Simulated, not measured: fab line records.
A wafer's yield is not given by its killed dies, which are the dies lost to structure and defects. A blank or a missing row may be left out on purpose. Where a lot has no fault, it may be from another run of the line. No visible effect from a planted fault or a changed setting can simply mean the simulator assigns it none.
Chamber matching | flow n5-finfet | N5_FIN_SAQP_ETCH_52 on rie-diel-06 has 4 sister chambers
The step etches SOC in N2/H2, target depth 100 nm, overetch 20 nm, time 150 s. 16 wafers are shown with their chamber, then 8 later ones without.

== WAFERS PAIRED WITH THEIR CHAMBERS ==
wafer  | chamber | drypump-motor-current-A (A) | throttle-valve-pct (%) | showerhead-plenum-p-Torr (Torr)
L075.1 | 1       | 4.9                         | 17.99                  | 2.46
L075.4 | 2       | 6.6                         | 17.82                  | 2.43
L075.6 | 3       | 5.4                         | 18.21                  | 2.46
L079.1 | 2       | 6.6                         | 17.82                  | 2.42
L079.3 | 3       | 5.5                         | 18.25                  | 2.45
L079.4 | 0       | 5.6                         | 17.68                  | 2.55
L088.2 | 0       | 5.6                         | 17.72                  | 2.54
L088.4 | 1       | 4.9                         | 18.03                  | 2.45
L088.5 | 0       | 5.6                         | 17.71                  | 2.54
L091.3 | 0       | 5.6                         | 17.73                  | 2.54
L091.5 | 1       | 4.9                         | 18.02                  | 2.45
L091.6 | 2       | 6.6                         | 17.86                  | 2.41
L092.2 | 1       | 4.9                         | 18.02                  | 2.45
L092.3 | 2       | 6.6                         | 17.87                  | 2.41
L092.6 | 0       | 5.6                         | 17.71                  | 2.54
L093.2 | 0       | 5.6                         | 17.74                  | 2.54

SIGNATURES (means of the wafers above)
reading                  | chamber 0 | chamber 1 | chamber 2 | chamber 3 | scatter within a chamber
drypump-motor-current-A  | 5.600     | 4.900     | 6.600     | 5.450     | 0.0204
throttle-valve-pct       | 17.7150   | 18.0150   | 17.8425   | 18.2300   | 0.0222
showerhead-plenum-p-Torr | 2.5417    | 2.4525    | 2.4175    | 2.4550    | 0.00635
Rule: distance of a wafer from a chamber = root of the sum over the readings of ((wafer's reading minus chamber's mean) / reading's scatter) squared. If the next closest chamber is less than 2 further off than the closest, the wafer can't be placed; otherwise it belongs to the closest. The scatter: take each reading less its chamber's mean, square it, sum over the shown wafers, divide by the number of wafers less the number of chambers, and take the root.

== WAFERS MISSING THEIR CHAMBER ==
wafer  | drypump-motor-current-A (A) | throttle-valve-pct (%) | showerhead-plenum-p-Torr (Torr)
L093.3 | 4.9                         | 18.05                  | 2.45
L093.5 | 6.6                         | 17.88                  | 2.41
L094.1 | 5.4                         | 18.28                  | 2.44
L094.5 | 5.6                         | 17.72                  | 2.54
L094.6 | 5.5                         | 18.29                  | 2.44
L097.2 | 6.6                         | 17.90                  | 2.41
L097.3 | 5.6                         | 17.76                  | 2.54
L097.5 | 5.6                         | 17.74                  | 2.54

== WHICH CHAMBER EACH WENT THROUGH ==
wafer  | from the rows above | in truth
L093.3 | 1                   | 1
L093.5 | 2                   | 2
L094.1 | 3                   | 3
L094.5 | 0                   | 0
L094.6 | 3                   | 3
L097.2 | 2                   | 2
L097.3 | 0                   | 0
L097.5 | 0                   | 0
Correct placement for 8 of the 8. From these rows, 0 cannot be placed. Number placed wrongly: 0.
